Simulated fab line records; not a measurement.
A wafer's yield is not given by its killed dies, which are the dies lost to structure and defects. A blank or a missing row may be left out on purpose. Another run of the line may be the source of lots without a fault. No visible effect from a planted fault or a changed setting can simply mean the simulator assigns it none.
Struck lot and sound lot, side by side -- flow n5-finfet -- 34 out of 1938 route steps
Sound: wafers L443.2, L443.4. Struck: wafer L451.2. (L451.4, L451.6 of the same lot were not struck and are left out.) The cause comes at the end.
At each step with rows: each side's tool, then ch and its chambers, then its first start. Under that, the readings that differ: sound wafers -- struck wafers -- difference of the means -- sigmas: that difference in standard deviations of wafers without a fault.
alike: same words and numbers on both sides, and readings whose means sit less than 2 such deviations apart. not compared: any withheld reading, any reading some wafer has no value for, any bound like >300 that may hide the same value, and any number with overlapping values for which the record gives no deviation.
A row with sigmas, a row that says differs or no value, or rows on one side alone: a step with any of these is where the two part. When numbers do not overlap yet have no deviation, they are printed without sigmas and do not part them. Lack of a reading on every wafer of one side parts them only where that side has two or more wafers.

first, 10 steps without rows for these wafers: N5_BEOL_M10_STRIP_77 (strips in N2/H2, time 10 s); N5_BEOL_M10_HM_STRIP_39 (strips TiN in peroxide tin strip, target depth 25 nm, time 158 s); N5_BEOL_M10_SRD_40 (time 30 s); N5_BEOL_M10_PRECLEAN_42 (cleans in residue remover, time 60 s); N5_BEOL_M10_SRD_43 (time 30 s); N5_BEOL_M10_CURE_72 (cures SiCOH lowk, time 120 s); N5_BEOL_M10_DEGAS_44 (time 60 s); N5_BEOL_M10_PRE_CLEAN_45 (time 30 s); N5_BEOL_M10_ALD_74 (deposits TaN, target thk 2 nm, pulse time 2 s, purge time 3 s); N5_BEOL_M10_SURFACE_TREAT_76.
N5_BEOL_M10_CVD_75: deposits Co from CCTBA/H2, target thk 2 nm, time 138.9 s.
  sound on cvd-co-01 ch 0,2, day 14 17:59; struck on cvd-co-01 ch 0,1,2, day 16 19:31
then, 22 steps without rows for these wafers: N5_BEOL_M10_SPUTTER_48 (material Cu, target thk 12 nm, time 2 s); N5_BEOL_M10_ECD_50 (material Cu, target thk 318 nm); N5_BEOL_M10_ANNEAL_51 (time 90 s); N5_BEOL_M10_CMP_52 (polishes, stops on SiCOH lowk, t overpolish 7 s, target thk 140 nm); N5_BEOL_M10_PRE_CLEAN_55 (time 15 s); N5_BEOL_M10_DEP_56 (deposits SiCN from 3MS/NH3, target thk 15 nm, time 26.5 s); N5_BEOL_M11_ILD_DEP_00 (deposits SiCOH lowk from DEMS/porogen, target thk 308.51 nm, time 58 s); N5_BEOL_M11_CURE_71 (cures SiCOH lowk, time 240 s); N5_BEOL_M11_PECVD_70 (deposits SiO2 from TEOS/O2, target thk 20 nm, time 22.7 s); N5_BEOL_M11_HM_DEP_02 (deposits TiN, target thk 20 nm); N5_BEOL_M11_COAT_59 (time 60 s, resist thk 100 nm); N5_BEOL_M11_COAT_60 (time 60 s, resist thk 30 nm); N5_BEOL_M11_COAT_05 (resist thk 90 nm); N5_BEOL_M11_EBR_07; N5_BEOL_M11_SOFTBAKE_06 (time 60 s); N5_BEOL_M11_EXPOSE_08 (exposes mask M11); N5_BEOL_M11_PEB_09 (peb time 60 s); N5_BEOL_M11_DEVELOP_10 (develop time 30 s); N5_BEOL_M11_DESCUM_16 (chemistry O2, time 7.9 s); N5_BEOL_M11_ETCH_61 (etches SiARC in CF4, target depth 39 nm, time 65 s); N5_BEOL_M11_ETCH_62 (etches SOC in N2/H2, target depth 110 nm, overetch 22 nm, time 165 s); N5_BEOL_M11_STRIP_68 (strips in N2/H2).
-- a jump in the record: the struck wafers' starts before and after are 2 days apart (it breaks off in module BEOL_M11 and resumes in module PASSIVATION, where the first step shown is number 1936 of the route) --
N5_PASSIVATION_PROBE_49:
  the record has rows for the struck wafers here (prober-02, day 18 20:50) and none for the sound ones

## WHERE THEY PART
Only at N5_PASSIVATION_PROBE_49, within this record.

WHY: what had been put in by the simulator
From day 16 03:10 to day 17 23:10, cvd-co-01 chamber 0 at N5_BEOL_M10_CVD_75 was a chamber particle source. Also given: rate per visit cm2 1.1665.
